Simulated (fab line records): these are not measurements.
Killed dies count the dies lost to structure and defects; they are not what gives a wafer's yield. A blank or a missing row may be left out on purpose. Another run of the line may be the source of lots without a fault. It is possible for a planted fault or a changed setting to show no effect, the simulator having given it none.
Matching of chambers -- flow n5_finfet -- N5_BEOL_M5_DESCUM_33 on rie_diel-02 has 4 sister chambers
The step chemistry O2, time 7 s. 14 wafers are shown with their chamber, then 7 later ones without.

## WAFERS WITH THEIR CHAMBER
wafer,chamber,showerhead_plenum_p_Torr (Torr),drypump_motor_current_A (A),throttle_valve_pct (%)
L079.1,3,2.02,6.5,20.66
L079.3,0,2.09,6.6,20.73
L079.4,1,2.17,5.7,20.48
L082.1,3,2.01,6.5,20.68
L082.2,1,2.17,5.7,20.51
L082.4,2,2.06,5.9,20.49
L084.4,3,2.01,6.6,20.68
L084.5,1,2.17,5.7,20.49
L084.6,2,2.06,5.8,20.50
L090.1,1,2.17,5.7,20.50
L090.2,2,2.05,5.9,20.49
L090.4,3,2.01,6.5,20.68
L087.2,3,2.01,6.6,20.71
L087.3,0,2.08,6.5,20.75

SIGNATURES (averages over the wafers above)
reading,chamber 0,chamber 1,chamber 2,chamber 3,scatter within a chamber
showerhead_plenum_p_Torr,2.0850,2.1700,2.0567,2.0120,0.00443
drypump_motor_current_A,6.550,5.700,5.867,6.540,0.0486
throttle_valve_pct,20.7400,20.4950,20.4933,20.6820,0.0143
Rule: for each reading, subtract the chamber's mean from the wafer's reading, divide by that reading's scatter and square the result; add these up over the readings and take the root, which gives the wafer's distance from the chamber. If the next closest chamber is less than 2 further off than the closest, the wafer can't be placed; otherwise it belongs to the closest. The scatter is the square root of a quotient: the sum, over the shown wafers, of each reading's squared deviation from its chamber's mean, divided by wafers minus chambers.

## WAFERS WITHOUT THEIR CHAMBER
wafer,showerhead_plenum_p_Torr (Torr),drypump_motor_current_A (A),throttle_valve_pct (%)
L087.4,2.16,5.7,20.52
L089.2,2.08,6.5,20.77
L089.4,2.01,6.5,20.70
L089.5,2.08,6.5,20.78
L094.2,2.05,5.8,20.19
L094.3,2.08,6.5,20.78
L094.4,2.00,6.5,20.71

## WHICH CHAMBER EACH ONE RAN IN
wafer,from the rows above,in truth
L087.4,1,1
L089.2,0,0
L089.4,3,3
L089.5,0,0
L094.2,2,2
L094.3,0,0
L094.4,3,3
Correct placement for 7 of the 7. From these rows, 0 cannot be placed. Number placed wrongly: 0.
